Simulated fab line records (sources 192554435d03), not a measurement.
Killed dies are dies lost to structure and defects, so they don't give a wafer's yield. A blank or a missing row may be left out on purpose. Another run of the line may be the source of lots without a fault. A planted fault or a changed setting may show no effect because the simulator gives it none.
Lot-split experiment :: flow n5Finfet :: on a route of 1938 steps: 7 lots, 21 wafers read

== SPLIT DETAILS ==
At N5_BEOL_M2_COAT_62 (time 60 s, resist thk 12 nm), the setting spinRpm was moved away from the recipe's 1500 rpm on 6 of the 21 wafers read, by +4.7% to +10.1%. All remaining wafers had this setting at the recipe value.

== FROM THE SPLIT TO THE READING: what the file shows between them, 5 steps ==
- N5_BEOL_M2_COAT_73: time 60 s, resist thk 5 nm (also split here: tempC)
- N5_BEOL_M2_COAT_05: resist thk 30 nm
- N5_BEOL_M2_EBR_07
- N5_BEOL_M2_DESCUM_16: chemistry O2, time 7 s
- N5_BEOL_M2_ETCH_74: etches underlayer in N2/H2, target depth 6.5 nm, time 5.2 s

== THE READING ==
etch.depthNm (the simulator's own value, which no gauge read), in nm, at N5_BEOL_M2_ETCH_63 (etches SiARC in CF4, target depth 15.6 nm, time 26 s). The file does not state a usual value for it. Here, 15 wafers ran the recipe; their average is 11.99 nm with a standard deviation of 0.033 nm.

wafer: L080.2
tool, chamber at the split: lithoTrack-04, 0
spinRpm as run, rpm: 1652
against the recipe: +10.1%
etch.depthNm, nm: 11.4
against lot-mates on the recipe: -0.57

wafer: L080.3
tool, chamber at the split: lithoTrack-04, 0
spinRpm as run, rpm: 1500
against the recipe: recipe
etch.depthNm, nm: 11.98
against lot-mates on the recipe: -

wafer: L080.5
tool, chamber at the split: lithoTrack-04, 0
spinRpm as run, rpm: 1500
against the recipe: recipe
etch.depthNm, nm: 11.96
against lot-mates on the recipe: -

wafer: L081.1
tool, chamber at the split: lithoTrack-01, 0
spinRpm as run, rpm: 1500
against the recipe: recipe
etch.depthNm, nm: 12.03
against lot-mates on the recipe: -

wafer: L081.3
tool, chamber at the split: lithoTrack-01, 0
spinRpm as run, rpm: 1500
against the recipe: recipe
etch.depthNm, nm: 11.99
against lot-mates on the recipe: -

wafer: L081.4
tool, chamber at the split: lithoTrack-01, 0
spinRpm as run, rpm: 1500
against the recipe: recipe
etch.depthNm, nm: 11.98
against lot-mates on the recipe: -

wafer: L082.1
tool, chamber at the split: lithoTrack-04, 0
spinRpm as run, rpm: 1500
against the recipe: recipe
etch.depthNm, nm: 12.07
against lot-mates on the recipe: -

wafer: L082.3
tool, chamber at the split: lithoTrack-04, 0
spinRpm as run, rpm: 1571
against the recipe: +4.7%
etch.depthNm, nm: 11.75
against lot-mates on the recipe: -0.32

wafer: L082.4
tool, chamber at the split: lithoTrack-04, 0
spinRpm as run, rpm: 1571
against the recipe: +4.7%
etch.depthNm, nm: 11.75
against lot-mates on the recipe: -0.32

wafer: L083.1
tool, chamber at the split: lithoTrack-05, 0
spinRpm as run, rpm: 1598
against the recipe: +6.5%
etch.depthNm, nm: 11.65
against lot-mates on the recipe: no lot-mate on the recipe

wafer: L083.4
tool, chamber at the split: lithoTrack-05, 0
spinRpm as run, rpm: 1598
against the recipe: +6.5%
etch.depthNm, nm: 11.64
against lot-mates on the recipe: no lot-mate on the recipe

wafer: L083.6
tool, chamber at the split: lithoTrack-05, 0
spinRpm as run, rpm: 1598
against the recipe: +6.5%
etch.depthNm, nm: 11.66
against lot-mates on the recipe: no lot-mate on the recipe

wafer: L088.3
tool, chamber at the split: lithoTrack-05, 0
spinRpm as run, rpm: 1500
against the recipe: recipe
etch.depthNm, nm: 12.03
against lot-mates on the recipe: -

wafer: L088.4
tool, chamber at the split: lithoTrack-05, 0
spinRpm as run, rpm: 1500
against the recipe: recipe
etch.depthNm, nm: 12
against lot-mates on the recipe: -

wafer: L088.5
tool, chamber at the split: lithoTrack-05, 0
spinRpm as run, rpm: 1500
against the recipe: recipe
etch.depthNm, nm: 12.02
against lot-mates on the recipe: -

wafer: L093.2
tool, chamber at the split: lithoTrack-04, 0
spinRpm as run, rpm: 1500
against the recipe: recipe
etch.depthNm, nm: 11.96
against lot-mates on the recipe: -

wafer: L093.5
tool, chamber at the split: lithoTrack-04, 0
spinRpm as run, rpm: 1500
against the recipe: recipe
etch.depthNm, nm: 11.96
against lot-mates on the recipe: -

wafer: L093.4
tool, chamber at the split: lithoTrack-04, 0
spinRpm as run, rpm: 1500
against the recipe: recipe
etch.depthNm, nm: 12.01
against lot-mates on the recipe: -

wafer: L094.1
tool, chamber at the split: lithoTrack-04, 0
spinRpm as run, rpm: 1500
against the recipe: recipe
etch.depthNm, nm: 11.97
against lot-mates on the recipe: -

wafer: L094.2
tool, chamber at the split: lithoTrack-04, 0
spinRpm as run, rpm: 1500
against the recipe: recipe
etch.depthNm, nm: 11.96
against lot-mates on the recipe: -

wafer: L094.5
tool, chamber at the split: lithoTrack-04, 0
spinRpm as run, rpm: 1500
against the recipe: recipe
etch.depthNm, nm: 11.96
against lot-mates on the recipe: -

THE FIT
A straight line over all 21 wafers: etch.depthNm changes by -0.0547 nm for each +1% of spinRpm; r = -0.98; the points scatter about the line by 0.032 nm.
The same after taking each lot's own level away (the mean of its wafers on the recipe; 18 wafers): -0.0594 nm for each +1%; r = -0.99; scatter 0.022 nm.
That fit puts the effect of the largest move of spinRpm on the reading at 0.6 nm.
Measured against the standard deviation above, the lots' own levels, which go from 11.963 to 12.070 nm, span 3.3 times it.
The two slopes agree, so the slope changes little with the lot-to-lot level.
Check: for one of the wafers moved furthest among these (+10.1%), held out of the fit, the line's prediction against its lot-mates is -0.685 nm. Against them it came out at -0.57 nm.

== THE OTHER SPLITS THESE WAFERS WENT THROUGH ==
Other splits were also applied to these wafers ahead of the reading. Each is held against what the fit with the lots' levels taken away leaves over:
other split on the same wafers: N5_MOL_CONTACT_COAG_CONTACT_ETCH_14 sourceW
wafers away from the commonest value: 3
r with etch.depthNm (lot level and that fit taken away): -0.17

other split on the same wafers: N5_BEOL_M0_SAQP_EXPOSE_37 doseMj
wafers away from the commonest value: 9
r with etch.depthNm (lot level and that fit taken away): +0.24

other split on the same wafers: N5_BEOL_M2_COAT_73 tempC
wafers away from the commonest value: 7
r with etch.depthNm (lot level and that fit taken away): +0.03

== THE WHOLE CHAIN: every reading that the file lists as answering this split, in the file's order ==
step: N5_BEOL_M2_COAT_62
what it does: time 60 s, resist thk 12 nm
reading: SiARC_of_BEOL_M2_COAT_62.thkNm (the simulator's own value, which no gauge read)
change (the file's fit): -0.0562 nm for each +1% of the setting
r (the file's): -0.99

step: N5_BEOL_M2_ETCH_63
what it does: etches SiARC in CF4, target depth 15.6 nm, time 26 s
reading: etch.depthNm (the simulator's own value, which no gauge read)
change (the file's fit): -0.0582 nm for each +1% of the setting
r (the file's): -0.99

== FILE'S OWN FIT ==
etch.depthNm changes by -0.0582 nm for each +1% of spinRpm, r = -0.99.
